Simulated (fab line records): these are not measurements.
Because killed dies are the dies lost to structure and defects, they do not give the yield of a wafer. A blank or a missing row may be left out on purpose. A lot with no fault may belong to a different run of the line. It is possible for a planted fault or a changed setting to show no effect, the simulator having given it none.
Comparing a struck lot with a sound one | flow nand-harc | 18 steps out of a route of 1302
Sound: the wafers L999.1, L999.2, L999.4. Wafers struck: L103.2, L103.3, L103.5. Last of all comes the cause.
Each step with rows lists, per side, the tool, then ch with its chambers, then its first start. Under that, the readings that differ: sound wafers | struck wafers | difference of the means | sigmas: that difference in standard deviations of wafers without a fault.
alike: readings whose means differ by less than 2 such deviations, and words and numbers that are the same on both sides. not compared: withheld readings, readings that some wafer has no value for, bounds like >300 that may hide the same value, and numbers for which the record gives no deviation and whose values overlap.
The two part at a step that has a row with sigmas, a row that says differs or no value, or rows on one side only. Non-overlapping numbers with no deviation appear without sigmas and do not part them. Lack of a reading on every wafer of one side parts them only where that side has two or more wafers.

NHARC_P_M2_PRE_CLEAN_32: time 12 s.
  sound on pecvd-04 ch 1,2, day 6 12:29; struck on pecvd-01 ch 0,1,2, day 8 18:06
  alike: heater-power-w, rf-fwd-power-W
NHARC_P_M2_DEP_33: deposits SiCN, target thk 30 nm.
  sound on pecvd-04 ch 1,2, day 6 12:33; struck on pecvd-01 ch 0,1,2, day 8 18:13
  alike: heater-power-w, rf-fwd-power-W
NHARC_P_BONDPAD_DEP_00: deposits SiCN, target thk 250 nm.
  sound on pecvd-01 ch 0,1, day 6 12:58; struck on pecvd-02 ch 1,2, day 8 18:35
  alike: heater-power-w, rf-fwd-power-W
NHARC_P_BONDPAD_CMP_32: polishes SiCN, target thk 200 nm.
  sound on cmp-01 ch 0,1,3, day 6 13:23; struck on cmp-01 ch 0,1,3, day 8 19:02
  alike: motor-current-A, slurry-filter-dp-kPa
NHARC_P_BONDPAD_THK_MEAS_33: measures by ellipsometry.
  sound: film-metro-01 at day 6 13:38; struck: film-metro-01 at day 8 19:14
  alike: thk-nm
then, 7 steps without rows for these wafers: NHARC_P_BONDPAD_SRD_34; NHARC_P_BONDPAD_DEHYDRATE_01 (time 120 s); NHARC_P_BONDPAD_HMDS_02 (time 30 s); NHARC_P_BONDPAD_COAT_36 (time 65 s); NHARC_P_BONDPAD_COAT_03 (resist thk 600 nm); NHARC_P_BONDPAD_SOFTBAKE_04 (time 70 s); NHARC_P_BONDPAD_EBR_05.
NHARC_P_BONDPAD_EXPOSE_06: exposes mask P BPAD.
  sound on krf-scanner-02 ch 0, day 6 14:02; struck on krf-scanner-02 ch 0, day 8 19:32
  reading              | sound             | struck            | difference | sigmas
  exposure-dose-mJ-cm2 | 37.00 37.04 37.05 | 47.09 47.08 47.05 | +10.04     | +99 or more
  alike: mask
then, 2 steps without rows for these wafers: NHARC_P_BONDPAD_PEB_07 (peb time 80 s); NHARC_P_BONDPAD_DEVELOP_08 (time 50 s).
NHARC_P_BONDPAD_CD_MEAS_09: target cd 500 nm.
  sound on cd-sem-02 ch 0, day 6 14:11; struck on cd-sem-01 ch 0, day 8 19:41
  reading    | sound             | struck            | difference | sigmas
  cd-nm (nm) | 501.0 501.4 501.3 | 510.1 510.8 509.9 | +9.0       | +6
NHARC_P_BONDPAD_OVL_MEAS_38:
  sound: overlay-02 at day 6 14:17; struck: overlay-02 at day 8 19:46
  reading           | sound    | struck   | difference | sigmas
  overlay-x-nm (nm) | -9 -9 -9 | 12 11 11 | +20        | +3
  alike: overlay-y-nm
-- break in the record here, with 18 days between the starts of the struck wafers on either side (left off in module P_BONDPAD, picked up again in module END, where the first step shown is number 1302 on the route) --
NHARC_END_SORT_01:
  sound on prober-01 ch 0, day 24 02:47; struck on prober-01 ch 0, day 26 21:22
  reading         | sound | struck | difference | sigmas
  killed-at-other | 1 0 0 | 3 2 2  | +2         | +3
  alike: defect-limited-yield, killed-at-array, killed-at-periphery, killed-dies, killed-open, killed-short, sort_bin_2_pct, sort_bin_3_pct, sort_bin_4_pct, sort-n-pass, sort-rim-yield-pct, sort-yield-pct

## WHERE THEY PART
Last at NHARC_END_SORT_01 as far as this record goes, first at NHARC_P_BONDPAD_EXPOSE_06.

WHY: what had been put in by the simulator
Process parameter drift: krf-scanner-02, from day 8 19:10 on, at NHARC_P_BONDPAD_EXPOSE_06. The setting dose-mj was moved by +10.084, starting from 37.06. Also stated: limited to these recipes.
